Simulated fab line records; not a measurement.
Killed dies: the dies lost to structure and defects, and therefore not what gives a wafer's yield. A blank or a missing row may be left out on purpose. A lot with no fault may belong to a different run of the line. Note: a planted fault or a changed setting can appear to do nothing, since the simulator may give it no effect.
Chamber matching	flow n5Finfet	4 sister chambers for N5_HKMG_FIN_ALD_91 on aldMetal-01
The step deposits TiN, target thk 1 nm, pulse time 1 s, purge time 3 s. 8 wafers are shown with their chamber, then 8 later ones without.

== WAFERS WITH THEIR CHAMBER ==
wafer	chamber	heaterPowerW (W)	precursorPulseHeightRel
L076.1	3	976	1.019
L083.1	0	733	0.970
L083.2	1	894	1.013
L086.3	1	906	0.996
L093.1	3	942	0.986
L093.2	2	886	0.994
L093.4	0	742	0.995
L094.1	2	887	0.986

== WAFERS MISSING THEIR CHAMBER ==
wafer	heaterPowerW (W)	precursorPulseHeightRel
L094.2	963	1.011
L094.5	912	0.992
L095.2	896	0.987
L095.3	708	1.005
L095.4	951	0.998
L097.2	960	0.976
L097.4	902	1.008
L097.5	973	1.007

== THE CHAMBER EACH PASSED THROUGH ==
wafer	from the rows above	in truth
L094.2	3	3
L094.5	can't be placed: 1 or 2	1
L095.2	can't be placed: 2 or 1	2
L095.3	0	0
L095.4	3	3
L097.2	3	3
L097.4	can't be placed: 1 or 2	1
L097.5	3	3
Correctly placed: 5 of 8. Can't be placed from these rows: 3 (the true chamber is among the candidates in 3). Number placed wrongly: 0.
How it was worked out, from the rows above alone: a wafer's distance from a chamber is the root of the sum, over the readings, of the square of ((its reading less the chamber's mean) divided by the reading's scatter). The wafer belongs to the nearest chamber; if the next one is less than 2 further off, it can't be placed. For every chamber, the mean is computed from those of its wafers that are shown. The scatter: the root of (the sum of the squares of (reading less its chamber's mean) over the shown wafers, divided by (wafers less chambers)).
